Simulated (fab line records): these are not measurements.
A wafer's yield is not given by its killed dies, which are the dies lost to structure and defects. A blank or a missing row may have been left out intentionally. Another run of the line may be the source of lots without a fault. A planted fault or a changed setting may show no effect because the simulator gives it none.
Which tool did it? :: flow n5Finfet :: 12 lots (36 wafers sampled), 1 step of a 1938-step route

== WHAT THE GAUGES SHOWED, per wafer ==
N5_FIN_SAQP_CD_MEAS_27 targets a cd of 20 nm.
lot: L075
measured: day 2 06:21
on: cdSem-01
cdNm (nm): 20.45 20.41 20.06

lot: L077
measured: day 2 17:51
on: cdSem-02
cdNm (nm): 20.59 20.26 20.44

lot: L079
measured: day 3 06:04
on: cdSem-02
cdNm (nm): 20.50 20.37 20.26

lot: L081
measured: day 3 17:53
on: cdSem-01
cdNm (nm): 20.39 20.11 19.98

lot: L083
measured: day 4 06:09
on: cdSem-02
cdNm (nm): 20.34 20.35 20.30

lot: L085
measured: day 4 18:51
on: cdSem-02
cdNm (nm): 20.59 20.18 20.57

lot: L087
measured: day 5 06:43
on: cdSem-03
cdNm (nm): 20.60 20.90 20.64

lot: L089
measured: day 5 18:31
on: cdSem-02
cdNm (nm): 19.79 20.21 21.12

lot: L091
measured: day 6 07:56
on: cdSem-01
cdNm (nm): 19.86 20.02 20.59

lot: L093
measured: day 6 19:54
on: cdSem-01
cdNm (nm): 20.14 20.44 20.00

lot: L095
measured: day 7 08:20
on: cdSem-03
cdNm (nm): 20.11 20.21 20.17

lot: L097
measured: day 7 21:37
on: cdSem-03
cdNm (nm): 20.06 19.89 20.41

== TOOL THAT RAN EACH LOT (tool first, then ch and the chambers of the sampled wafers, then the start) ==
There is no process step in the record ahead of these readings.

== THE ANSWER, worked out from the rows above alone ==
Rule: what is usual is taken from the lots themselves. Put in order of their means at a reading, lots are off if they are a third of the lots or fewer, leave a main group of 4 or more, and stand apart from it by a gap of 3 or more times the standard deviation of the main group's means; of several such gaps the widest counts. If all means in a main group match to the digits the tables above print for the reading, that group is not used. Also off: a lot with no number at a reading for which 4 or more lots have one. Any other lot the step has rows for is counted as sound.
No lot is off at any reading shown: from this, nothing can be told.

== WHAT HAD BEEN PUT IN BY THE SIMULATOR ==
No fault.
